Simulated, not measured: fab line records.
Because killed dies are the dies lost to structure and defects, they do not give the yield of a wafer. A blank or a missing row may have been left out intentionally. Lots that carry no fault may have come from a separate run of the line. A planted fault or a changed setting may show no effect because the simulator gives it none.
fab line records    flow n5-finfet
[record] lots = 11  wafers = 33  last-day = 17
route steps=1938 shown SD_EPI_N@271 SD_EPI_P@307 PASSIVATION@1936
lots with no fault: from the same line, run without faults
start-h: hours from the record's opening day to when the first of the lot's shown wafers began    wait-h: how many hours have passed since the lot's step before this one    " identical to the entry in the row above    L1.1+2: one row covering several wafers at once    - no value, or no start given    * or withheld: withheld    < > ~ a bound
route shown NAME@n: names a module that has steps shown in the file, with the first one's number in the route    usual: mean/standard deviation taken from wafers without a fault    same: alike in all rows    chamber/n: place in a boat    sites: readings site by site    _std_site: their standard deviation    _edge_site: mean of outer sites minus mean of inner sites    radius-mm: how far each site lies from the wafer's centre    mask NAME#n: copy n    behind: the most recent tool/chamber to have shaped the wafer    hold: why the lot went on hold/how many hours it stayed there/how the hold came to an end    device: whichever transistor did not switch (one of n, p or np)    end of line: at the end of the route, the tests of the same wafers    step lacking rows: just its recipe    killed: the dies lost at the first sort to structure and to defects; this is not the yield of the wafer    map: shows each die of a wafer: x if killed, . if not, _ if none is there
set.NAME: setting as actually run; set.NAME@STEP: the setting as run at that earlier step    model.NAME: the simulator's own value behind a step, which no gauge read
route steps across a sampled set of lots; one table per step, one row per wafer
services: when a tool's chamber went out of use (start-h, in hours from the record's first day, below 0 if earlier), for how many hours, and the reason
[[steps]]
[step N5_SD_EPI_N_OVL_MEAS_10]
[recipe] points-per-wafer = 44
[usual] SD_N_BLK_OVL = -0.5/0.68
lot.wafer  tool        chamber  start-h  wait-h  SD_N_BLK_OVL[nm]
L320.4     overlay-02  0        50.74    0.0     -1.4
L320.5     "           0        "        "       0.8
L320.6     "           0        "        "       -0.2
L321.1     overlay-02  0        56.85    0.0     -0.1
L321.3     "           0        "        "       -1.2
L321.6     "           0        "        "       -0.6
L324.1     overlay-02  0        72.92    0.0     0.0
L324.3     "           0        "        "       -1.3
L324.5     "           0        "        "       0.8
L328.2     overlay-02  0        100.34   0.0     -0.9
L328.3     "           0        "        "       -0.6
L328.6     "           0        "        "       -1.2
L331.2     overlay-01  0        115.31   0.0     -0.2
L331.4     "           0        "        "       -0.4
L331.5     "           0        "        "       -0.3
L332.1     overlay-01  0        119.98   0.0     0.0
L332.2     "           0        "        "       0.5
L332.6     "           0        "        "       0.2
L333.1     overlay-02  0        126.13   0.0     0.5
L333.2     "           0        "        "       -0.2
L333.3     "           0        "        "       -1.7
L335.1     overlay-01  0        139.51   0.0     -0.8
L335.3     "           0        "        "       -1.4
L335.6     "           0        "        "       -1.3
L336.3     overlay-02  0        142.84   0.0     0.0
L336.4     "           0        "        "       -0.9
L336.6     "           0        "        "       -0.5
L337.1     overlay-01  0        150.91   0.0     -0.9
L337.2     "           0        "        "       -0.3
L337.6     "           0        "        "       -0.4
L341.1     overlay-01  0        180.08   0.0     -0.5
L341.4     "           0        "        "       0.9
L341.5     "           0        "        "       -1.1
[step N5_SD_EPI_N_ETCH_35]
[recipe] chemistry = N2/H2  target = SOC  overetch-a = 1080  mask-material = SiARC  temp-c = 40  ion-energy-ev = 100  source-w = 3000  bias-w = 133  pressure-mtorr = 20  time-s = 486  n2-flow-sccm = 200  h2-flow-sccm = 200
[usual] drypump-motor-current-A = 5.8/0.34  oes-product-au = 0.71/0.073  rf-vpp-V = 241.2/1.4  showerhead-plenum-p-Torr = 2.59/0.087  temp-c = 39.99/0.11  throttle-valve-pct = 23.7/0.32
lot.wafer  tool         chamber  start-h  wait-h  drypump-motor-current-A  oes-product-au  rf-hours-counter-h  rf-vpp-V  showerhead-plenum-p-Torr  temp-c  throttle-valve-pct
L320.4     rie-diel-03  2        51.02    0.0     5.8                      0.88            5                   243.8     2.70                      39.99   23.3
L320.5     "            2        "        "       5.8                      0.87            -                   240.8     2.71                      40.04   23.3
L320.6     "            1        "        "       5.4                      0.70            -                   240.0     2.45                      40.03   23.4
L321.1     rie-diel-03  3        57.00    0.0     5.6                      0.67            147                 240.4     2.54                      40.02   24.0
L321.3     "            0        "        "       5.7                      0.64            196                 241.2     2.62                      39.84   24.0
L321.6     "            1        "        "       5.4                      0.70            -                   239.3     2.45                      40.08   23.4
L324.1     rie-diel-04  3        73.07    0.0     6.3                      0.70            138                 241.5     2.55                      39.89   24.0
L324.3     "            0        "        "       6.3                      0.66            188                 241.7     2.63                      40.03   23.9
L324.5     "            3        "        "       6.3                      0.70            -                   242.3     2.55                      39.68   24.0
L328.2     rie-diel-05  2        100.49   0.0     5.5                      0.80            25                  240.2     2.58                      40.19   23.6
L328.3     "            0        "        "       5.6                      0.82            12                  241.8     2.70                      40.02   23.3
L328.6     "            3        "        "       5.8                      0.79            -                   240.3     2.47                      39.90   23.6
L331.2     rie-diel-03  1        115.56   0.1     5.5                      0.68            143                 239.0     2.44                      39.92   23.4
L331.4     "            2        "        "       5.7                      0.82            -                   243.2     2.69                      39.96   23.3
L331.5     "            1        "        "       5.5                      0.68            -                   239.9     2.44                      39.88   23.4
L332.1     rie-diel-04  0        120.13   0.0     6.3                      0.65            206                 241.1     2.63                      40.07   23.9
L332.2     "            1        "        "       6.4                      0.62            224                 242.5     2.62                      40.08   23.9
L332.6     "            3        "        "       6.2                      0.68            -                   241.4     2.54                      39.92   24.0
L333.1     rie-diel-05  1        126.28   0.0     5.5                      0.65            168                 241.7     2.65                      40.14   23.9
L333.2     "            2        "        "       5.5                      0.78            34                  241.9     2.58                      40.28   23.7
L333.3     "            0        "        "       5.7                      0.78            21                  243.0     2.70                      39.96   23.3
L335.1     rie-diel-03  1        139.66   0.0     5.4                      0.67            152                 240.3     2.43                      40.02   23.4
L335.3     "            3        "        "       5.5                      0.65            167                 240.6     2.53                      40.02   24.0
L335.6     "            2        "        "       5.8                      0.79            -                   243.8     2.69                      39.94   23.3
L336.3     rie-diel-04  2        143.14   0.0     6.0                      0.68            150                 238.6     2.55                      39.96   24.5
L336.4     "            3        "        "       6.3                      0.67            165                 239.7     2.53                      40.04   24.0
L336.6     "            1        "        "       6.5                      0.61            -                   240.8     2.61                      40.12   23.9
L337.1     rie-diel-04  3        151.06   0.0     6.2                      0.67            167                 241.4     2.53                      40.11   24.0
L337.2     "            2        "        "       6.0                      0.69            153                 241.7     2.55                      39.86   24.5
L337.6     "            1        "        "       6.5                      0.62            -                   241.7     2.61                      39.89   23.9
L341.1     rie-diel-05  2        180.23   0.0     5.5                      0.76            51                  242.5     2.57                      39.96   23.7
L341.4     "            3        "        "       5.8                      0.75            53                  239.7     2.46                      39.93   23.6
L341.5     "            1        "        "       5.5                      0.64            -                   240.1     2.64                      39.90   24.0
[step N5_SD_EPI_N_PRECLEAN_49]
[recipe] chemistry = NF3:NH3  afs-cycles = 1  temp-c = 30  time-s = 20  sublimation-temp-c = 180  sublimation-time-s = 60  pressure-torr = 3  rf-power-w = 30
[usual] temp-c = 30.00/0.11  time-s = 20/0
[same] sublimation-time-s = 60
lot.wafer  tool              chamber  start-h  wait-h  temp-c  time-s
L320.4     remote-plasma-01  0        54.52    0.1     29.93   20
L320.5     "                 0        "        "       29.95   20
L320.6     "                 0        "        "       29.93   20
L321.1     remote-plasma-01  1        60.46    0.0     30.00   20
L321.3     "                 1        "        "       29.95   20
L321.6     "                 1        "        "       30.08   20
L324.1     remote-plasma-01  1        76.53    0.0     29.98   20
L324.3     "                 1        "        "       30.12   20
L324.5     "                 1        "        "       29.98   20
L328.2     remote-plasma-01  0        103.93   0.1     29.95   20
L328.3     "                 0        "        "       30.09   20
L328.6     "                 0        "        "       29.96   20
L331.2     remote-plasma-02  1        119.33   0.1     29.90   20
L331.4     "                 1        "        "       29.95   20
L331.5     "                 1        "        "       30.07   20
L332.1     remote-plasma-01  1        123.54   0.0     29.96   20
L332.2     "                 1        "        "       29.98   20
L332.6     "                 1        "        "       29.88   20
L333.1     remote-plasma-01  0        129.70   0.0     29.95   20
L333.2     "                 0        "        "       30.03   20
L333.3     "                 0        "        "       29.97   20
L335.1     remote-plasma-01  0        143.81   0.0     30.10   14.905
L335.3     "                 0        "        "       30.22   20
L335.6     "                 0        "        "       30.23   20
L336.3     remote-plasma-01  0        146.61   0.1     29.88   20
L336.4     "                 0        "        "       29.72   14.905
L336.6     "                 0        "        "       29.73   20
L337.1     remote-plasma-01  1        154.46   0.0     30.17   14.905
L337.2     "                 1        "        "       30.06   20
L337.6     "                 1        "        "       30.13   20
L341.1     remote-plasma-02  0        183.70   0.0     29.95   20
L341.4     "                 0        "        "       29.90   20
L341.5     "                 0        "        "       29.83   20
[step N5_SD_EPI_P_ETCH_36]
[recipe] chemistry = CF4  target = SiARC  target-depth-a = 455  mask-material = CAR-ArF-block  time-s = 75.8  ion-energy-ev = 80  pressure-mtorr = 40  source-w = 545  bias-w = 36  Ar_flow_sccm = 100  cf4-flow-sccm = 100  ends = cleared
[usual] cf4-flow-sccm = 99.98/0.26  drypump-motor-current-A = 5.8/0.41  etch-rf-on-time-s = 75.9/1.2  oes-product-au = 0.67/0.086  rf-vpp-V = 184.0/1.1  showerhead-plenum-p-Torr = 2.13/0.059  throttle-valve-pct = 15.52/0.21
lot.wafer  tool         chamber  start-h  wait-h  cf4-flow-sccm  drypump-motor-current-A  etch-rf-on-time-s  oes-product-au  rf-hours-counter-h  rf-vpp-V  showerhead-plenum-p-Torr  throttle-valve-pct
L320.4     rie-diel-02  3        55.44    0.0     100.33         5.5                      76.9               0.62            166                 185.8     2.21                      15.58
L320.5     "            1        "        "       99.88          6.0                      76.8               0.59            -                   185.1     2.11                      15.86
L320.6     "            0        "        "       99.70          5.9                      75.5               0.63            -                   185.1     2.13                      15.62
L321.1     rie-diel-02  0        61.43    0.0     100.09         6.0                      75.6               0.63            181                 184.8     2.13                      15.65
L321.3     "            3        "        "       99.97          5.6                      75.8               0.61            168                 184.6     2.21                      15.59
L321.6     "            1        "        "       99.52          6.0                      75.0               0.60            -                   183.3     2.11                      15.85
L324.1     rie-diel-02  3        77.51    0.0     99.96          5.5                      76.7               0.61            172                 184.4     2.21                      15.61
L324.3     "            0        "        "       99.78          5.9                      76.2               0.63            186                 183.2     2.13                      15.66
L324.5     "            2        "        "       100.18         6.0                      77.3               0.60            -                   183.1     2.11                      15.93
L328.2     rie-diel-06  2        104.87   0.0     99.94          5.7                      78.0               0.60            196                 182.6     2.12                      15.38
L328.3     "            1        "        "       99.54          6.6                      77.0               0.77            30                  186.3     2.26                      15.46
L328.6     "            2        "        "       99.99          5.6                      77.6               0.60            -                   183.3     2.12                      15.41
L331.2     rie-diel-02  3        120.18   0.0     100.18         5.6                      76.4               0.60            186                 185.6     2.21                      15.63
L331.4     "            1        "        "       99.84          6.0                      75.6               0.58            -                   183.5     2.11                      15.90
L331.5     "            0        "        "       100.25         5.9                      75.7               0.62            -                   184.2     2.12                      15.68
L332.1     rie-diel-01  0        124.57   0.0     100.50         5.7                      77.1               0.65            132                 184.6     2.24                      15.74
L332.2     "            2        "        "       99.86          4.9                      74.6               0.73            56                  182.3     2.09                      15.31
L332.6     "            2        "        "       100.05         4.9                      74.0               0.72            -                   183.0     2.09                      15.32
L333.1     rie-diel-02  3        130.58   0.0     99.66          5.6                      76.8               0.60            189                 184.7     2.21                      15.65
L333.2     "            1        "        "       99.59          6.1                      76.5               0.58            259                 183.4     2.10                      15.91
L333.3     "            0        "        "       100.16         5.9                      76.5               0.61            203                 183.8     2.12                      15.68
L335.1     rie-diel-02  3        144.84   0.0     99.99          5.6                      75.8               0.60            196                 184.2     2.20                      15.65
L335.3     "            2        "        "       100.28         6.0                      74.6               0.84            3                   182.7     2.11                      15.47
L335.6     "            3        "        "       99.91          5.6                      77.0               0.59            -                   183.9     2.20                      15.64
L336.3     rie-diel-06  0        147.72   0.0     99.90          5.8                      73.0               0.87            1                   183.1     2.10                      15.26
L336.4     "            3        "        "       100.16         5.9                      74.2               0.74            -                   184.0     2.09                      15.28
L336.6     "            0        "        "       100.03         5.8                      72.9               0.87            -                   182.5     2.10                      15.24
L337.1     rie-diel-06  0        155.61   0.0     100.17         5.8                      73.0               0.85            4                   183.9     2.10                      15.23
L337.2     "            3        "        "       100.17         5.9                      74.9               0.75            44                  185.6     2.09                      15.29
L337.6     "            0        "        "       100.23         5.8                      73.4               0.85            -                   186.1     2.10                      15.26
L341.1     rie-diel-06  2        185.02   0.0     100.10         5.6                      77.4               0.60            218                 183.1     2.11                      15.43
L341.4     "            1        "        "       99.84          6.6                      77.0               0.73            52                  186.3     2.25                      15.51
L341.5     "            1        "        "       100.14         6.6                      76.7               0.74            -                   185.7     2.26                      15.52
[step N5_PASSIVATION_PROBE_49]
[usual] killed_at_M0_to_M3 = 35/11  killed_at_M4_up = 14/5.4  killed-at-contacts = 12/6.2  killed-at-front-end = 38/11  killed-at-other = 4.1/2.8  killed-dies = 103/17  killed-open = 66/13  killed-short = 34/8.2
[same] gross-dies = 1180  killed-at-back-side = 0
lot.wafer  tool       chamber  start-h  wait-h  killed_at_M0_to_M3  killed_at_M4_up  killed-at-contacts  killed-at-front-end  killed-at-other  killed-dies  killed-open  killed-short
L341.1     prober-02  -        395.93   0.0     42                  14               16                  42                   6                120          82           37
L341.4     prober-02  -        396.08   0.2     55                  14               14                  26                   3                112          75           35
L341.5     prober-02  -        396.13   0.2     33                  22               15                  29                   5                104          65           37
// killed by level:class
L341.1 BEOL_M0_SAQP:geometric-particle:short=16 MOL_CONTACT_COAG:geometric-particle:open=14 SPACER0:geometric-particle:open=9 BEOL_M0_SAQP:geometric-particle:open=8 BEOL_M4:geometric-particle:open=8 DUMMY_GATE:geometric-particle:open=7 SPACER0:geometric-particle:short=7 BEOL_M3:geometric-particle:open=7
L341.4 BEOL_M0_SAQP:geometric-particle:open=19 BEOL_M0_SAQP:geometric-particle:short=15 MOL_CONTACT_COAG:geometric-particle:open=11 DUMMY_GATE:geometric-particle:open=7 BEOL_M3:geometric-particle:open=7 BEOL_M1:geometric-particle:open=6 BEOL_M4:geometric-particle:open=6 BEOL_M2:geometric-particle:open=5
L341.5 FIN_SAQP:geometric-particle:short=10 BEOL_M3:geometric-particle:open=10 MOL_CONTACT_COAG:geometric-particle:open=9 FIN_SAQP:geometric-particle:open=8 BEOL_M0_SAQP:geometric-particle:open=7 MOL_CONTACT_COAG:geometric-particle:short=6 BEOL_M5:geometric-particle:open=6 BEOL_M0_SAQP:geometric-particle:short=5
[[services]]
tool              chamber  start-h  hours  kind
rie-diel-01       -        40.32    0.4    repair
rie-diel-05       3        55.27    10.0   repair
rie-diel-04       2        65.79    6.7    repair
rie-diel-01       3        89.53    8.7    repair
rie-diel-03       3        95.34    22.6   repair
rie-diel-01       3        103.31   18.9   repair
rie-diel-03       0        103.91   18.7   repair
rie-diel-02       2        105.26   7.6    repair
rie-diel-03       -        112.50   2.8    repair
rie-diel-02       2        112.90   -      clean
rie-diel-02       2        112.90   -      consumable-replace:focus-ring
rie-diel-02       2        112.90   18.0   scheduled-down
rie-diel-02       2        112.90   18.0   vent-cycle
rie-diel-06       0        115.84   5.3    repair
rie-diel-04       2        116.92   6.0    repair
rie-diel-06       0        121.19   -      clean
rie-diel-06       0        121.19   -      consumable-replace:focus-ring
remote-plasma-02  -        127.51   0.5    repair
rie-diel-06       1        128.14   16.7   repair
rie-diel-02       1        131.21   -      clean
rie-diel-02       1        131.21   -      consumable-replace:focus-ring
rie-diel-02       2        132.32   6.3    repair
rie-diel-06       2        142.69   23.3   repair
remote-plasma-01  -        166.73   5.1    repair
[[key]]
[first-sign] step = N5_SD_EPI_N_PRECLEAN_49  reading = time-s  direction = down  sigmas = 99+  usual = *  struck = *
effect none on later readings
met-at N5_SD_EPI_N_PRECLEAN_49
struck-lots L335,L336,L337
struck-wafers L335.1,L336.4,L337.1
tester-left-out L335,L336,L337
not-acting-at N5_SD_EPI_N_OVL_MEAS_10,N5_SD_EPI_N_ETCH_35,N5_SD_EPI_P_ETCH_36
onset-between 129.70 143.81
[fault] kind = process-parameter-drift  tool = remote-plasma-01  chamber = -  onset-h = 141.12  steps = N5_SD_EPI_N_PRECLEAN_49  channel = time-s  offset = *  shape = step  end-h = 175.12  scope = struck-wafers-only  acts-in = *  stated = *
// tester-left-out: of these lots the tester's yield and bins aren't shown, on N5 and GAA mostly nor the transistor test; their killed dies are dies lost to structure and defects alone, not to doping, threshold or leakage, so they don't give the yield
